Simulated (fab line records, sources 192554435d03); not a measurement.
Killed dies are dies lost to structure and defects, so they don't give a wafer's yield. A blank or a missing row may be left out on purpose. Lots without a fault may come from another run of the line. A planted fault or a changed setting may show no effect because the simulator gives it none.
One fault seen from 3 desks | flow n5_finfet | each desk has only its own numbers; what lay behind them comes last

THE TOOL OWNER'S DESK: rie_diel-01
The tool's own readings at N5_BEOL_M4_ETCH_70 (etches SOC in N2/H2, target depth 80 nm, overetch 24 nm, time 130 s): means of the sampled wafers that have a number, for each lot that ran on this tool. A lot is out of limits, marked OUT, if its mean lies more than 4 standard deviations from the usual mean; the brackets give that distance.
Columns: A = drypump_motor_current_A at N5_BEOL_M4_ETCH_70, usual 5.8 A; B = oes_product_au at N5_BEOL_M4_ETCH_70, usual 0.57 a.u.; C = rf_vpp_V at N5_BEOL_M4_ETCH_70, usual 524.9 V; D = showerhead_plenum_p_Torr at N5_BEOL_M4_ETCH_70, usual 2.57 Torr; E = temp_c at N5_BEOL_M4_ETCH_70, usual 40.00 C; F = throttle_valve_pct at N5_BEOL_M4_ETCH_70, usual 17.86 %
lot  | first seen here | A   | B    | C     | D    | E                | F
L811 | day 11 07:17    | 6.0 | 0.59 | 522.0 | 2.49 | 39.99            | 17.92
L825 | day 15 21:05    | 5.9 | 0.56 | 522.5 | 2.51 | 39.16 (-7.6) OUT | 17.96
L824 | day 16 00:03    | 5.9 | 0.57 | 524.0 | 2.55 | 39.07 (-8.5) OUT | 17.93
This desk's finding: out of limits on L824, L825; first on L825, day 15 21:05 (temp_c at N5_BEOL_M4_ETCH_70). In limits: L811.

THE DEFECT DESK
What the inspections along the route counted, lot by lot: means of the sampled wafers that have a number. A lot is out of limits, marked OUT, if its mean lies more than 4 standard deviations from the usual mean; the brackets give that distance.
Columns: A = raw_defect_count at N5_BEOL_M4_INSPECT_30, usual 409
lot  | first seen here | A
L811 | day 11 03:41    | 529
L813 | day 11 15:17    | 380
L814 | day 11 18:30    | 475
L825 | day 15 16:10    | 415
L824 | day 15 19:00    | 369
L827 | day 15 20:14    | 397
This desk's finding: nothing out of limits on any of the 6 lots.

THE METROLOGY DESK
What the gauges read, lot by lot, whatever tool the lot ran on: means of the sampled wafers that have a number. A lot is out of limits, marked OUT, if its mean lies more than 4 standard deviations from the usual mean; the brackets give that distance. Of its 12 readings 7 are shown: those that lie furthest out on some lot.
Columns: A = cd_nm at N5_BEOL_M4_CD_MEAS_28, usual 26.14 nm; B = V3_OVL at N5_BEOL_M4_OVL_MEAS_29, usual -0.2 nm; C = DIBL_N at N5_BEOL_M4_RC_MEAS_101, usual 36.5 mV/V; D = IOFF_N at N5_BEOL_M4_RC_MEAS_101, usual 0.162 nA/um; E = SS_N at N5_BEOL_M4_RC_MEAS_101, usual 71.6 mV/dec; F = SS_P at N5_BEOL_M4_RC_MEAS_101, usual 73.3 mV/dec; G = VT_P at N5_BEOL_M4_RC_MEAS_101, usual -249 mV
lot  | first seen here | A     | B    | C    | D     | E    | F    | G
L811 | day 11 03:35    | 25.80 | 0.0  | 36.5 | 0.151 | 71.2 | 73.5 | -254
L813 | day 11 15:11    | 26.21 | -0.6 | 36.8 | 0.156 | 71.5 | 72.9 | -251
L814 | day 11 18:25    | 26.35 | 0.9  | 37.3 | 0.177 | 71.8 | 73.8 | -249
L825 | day 15 16:04    | 26.08 | -0.6 | 36.3 | 0.146 | 71.0 | 73.1 | -254
L824 | day 15 18:55    | 26.17 | 0.1  | 37.2 | 0.153 | 71.8 | 73.5 | -251
L827 | day 15 20:09    | 26.17 | -0.9 | 39.2 | 0.192 | 71.7 | 74.2 | -248
This desk's finding: nothing out of limits on any of the 6 lots.

PUT TOGETHER
The tool owner's desk could have raised an alarm at day 15 21:05, on L824, L825.
The defect desk saw nothing out of limits.
The metrology desk saw nothing out of limits.
The defect desk has L824, L825 on record, within its limits.
The metrology desk has L824, L825 on record, within its limits.
Of the lots named, all ran N5_BEOL_M4_ETCH_70 on rie_diel-01.

WHAT THE SIMULATOR HAD PUT IN
Process parameter drift: rie_diel-01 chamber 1, from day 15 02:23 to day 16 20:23, at N5_BEOL_M4_ETCH_70. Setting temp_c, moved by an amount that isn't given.
Lots struck among those shown: L824, L825.
Hours from the fault's start to each desk's first reading out of limits: the tool owner's desk, 19.
